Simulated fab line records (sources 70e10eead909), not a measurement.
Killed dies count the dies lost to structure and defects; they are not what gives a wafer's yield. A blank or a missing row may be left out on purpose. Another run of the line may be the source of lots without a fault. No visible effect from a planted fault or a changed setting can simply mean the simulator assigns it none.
Comparing a struck lot with a sound one	flow nandHarc	16 steps out of a route of 1302
Sound: the wafers L363.3, L363.4, L363.5. Struck: wafer L358.2 (left out: L358.3, L358.5 of the same lot, which were not struck); the cause appears at the end.
Each step with rows lists, per side, the tool, then ch with its chambers, then its first start. Under that, the readings that differ: sound wafers	struck wafers	difference of the means	sigmas: that difference in standard deviations of wafers without a fault.
alike: words and numbers the same on both sides, and readings whose means are apart by under 2 such deviations; not compared: readings that were withheld, readings missing a value for some wafer, numbers with overlapping values and no deviation given by the record, and bounds like >300 which may hide the same value.
A row with sigmas, a row that says differs or no value, or rows on one side alone: a step with any of these is where the two part. Numbers that don't overlap but have no deviation are shown without sigmas and don't part them. A reading that every wafer of one side lacks parts them only if that side has two wafers or more.

NHARC_P_M0_OVL_MEAS_10: pitch 180 nm.
  struck on overlay-02, day 10 21:47; sound on overlay-01, day 13 02:01
  alike: overlayXNm, overlayYNm
NHARC_P_M0_INSPECT_11:
  struck on defectInspect-02, day 10 21:49; sound on defectInspect-02, day 13 02:02
  alike: rawDefectCount
then, 1 step without rows for these wafers: NHARC_P_M0_DESCUM_14 (chemistry O2, time 3 s).
NHARC_P_M0_ETCH_34: etches the open film in N2/H2, target depth 40 nm, overetch 12 nm, time 43.94 s.
  sound on rieDiel-06 ch 0,2, day 13 02:11; struck on rieDiel-12 ch 2, day 10 21:58
  alike: drypumpMotorCurrentA, oesProductAu, rfVppV, showerheadPlenumPTorr, throttleValvePct
  not compared: rfHoursCounterH
NHARC_P_M0_ETCH_15: etches the open film in C4F8/Ar, target depth 150 nm, overetch 15 nm, time 82.5 s.
  sound on rieDiel-06 ch 0,1; struck on rieDiel-12 ch 3
reading	sound	struck	difference	sigmas
oesProductAu (a.u.)	0.898 0.934 0.894	0.956	+0.047	+2
  alike: rfVppV
  not compared: rfHoursCounterH
NHARC_P_M0_CD_MEAS_16:
  struck on cdSem-03, day 10 22:10; sound on cdSem-03, day 13 02:27
  alike: cdNm
NHARC_P_M0_STRIP_18: strips in N2/H2.
  sound on rieDiel-12 ch 1,2,3, day 13 02:31; struck on rieDiel-12 ch 0, day 10 22:15
reading	sound	struck	difference	sigmas
drypumpMotorCurrentA (A)	5.9 5.7 5.9	4.9	-0.9	-2
  alike: oesProductAu, rfVppV, showerheadPlenumPTorr, throttleValvePct
  not compared: rfHoursCounterH
then, 3 steps without rows for these wafers: NHARC_P_M0_STRIP_19 (strips in post etch residue remover, time 600 s); NHARC_P_M0_DEGAS_28 (time 60 s); NHARC_P_M0_PRE_CLEAN_29 (time 30 s).
NHARC_P_M0_PVD_20: deposits TaN, target thk 5 nm, time 8.06 s.
  sound on pvdSputter-03; struck on pvdSputter-02
  alike: throttleValvePct
then, 1 step without rows for these wafers: NHARC_P_M0_PVD_21 (deposits Cu, target thk 30 nm, time 20.49 s).
NHARC_P_M0_ECD_22: material Cu, target thk 400 nm.
  sound on ecdCu-01 ch 0,1, day 13 03:32; struck on ecdCu-01 ch 0, day 10 23:16
NHARC_P_M0_ANNEAL_30: time 90 s.
  sound on rtpAnneal-02 ch 0, day 13 03:55; struck on rtpAnneal-01 ch 0, day 10 23:39
  alike: wafer_temp_C_max
NHARC_P_M0_CMP_23: polishes, t overpolish 20 s, target thk 117.54 nm.
  sound on cmp-02 ch 0,1,2, day 13 04:11; struck on cmp-03 ch 2, day 10 23:57
reading	sound	struck	difference	sigmas
timeToEndpointS (s)	30 34 32	10	-22	-7
  alike: motorCurrentA
NHARC_P_M0_THK_MEAS_24: measures by xrf.
  struck on filmMetro-01, day 11 00:16; sound on filmMetro-01, day 13 04:29
  alike: thkNm

== WHERE THEY PART ==
At NHARC_P_M0_ETCH_15 first; at NHARC_P_M0_CMP_23 last (within this record only). Later steps at which nothing parts them and some readings are alike: NHARC_P_M0_THK_MEAS_24.

WHY: what the simulator had put in
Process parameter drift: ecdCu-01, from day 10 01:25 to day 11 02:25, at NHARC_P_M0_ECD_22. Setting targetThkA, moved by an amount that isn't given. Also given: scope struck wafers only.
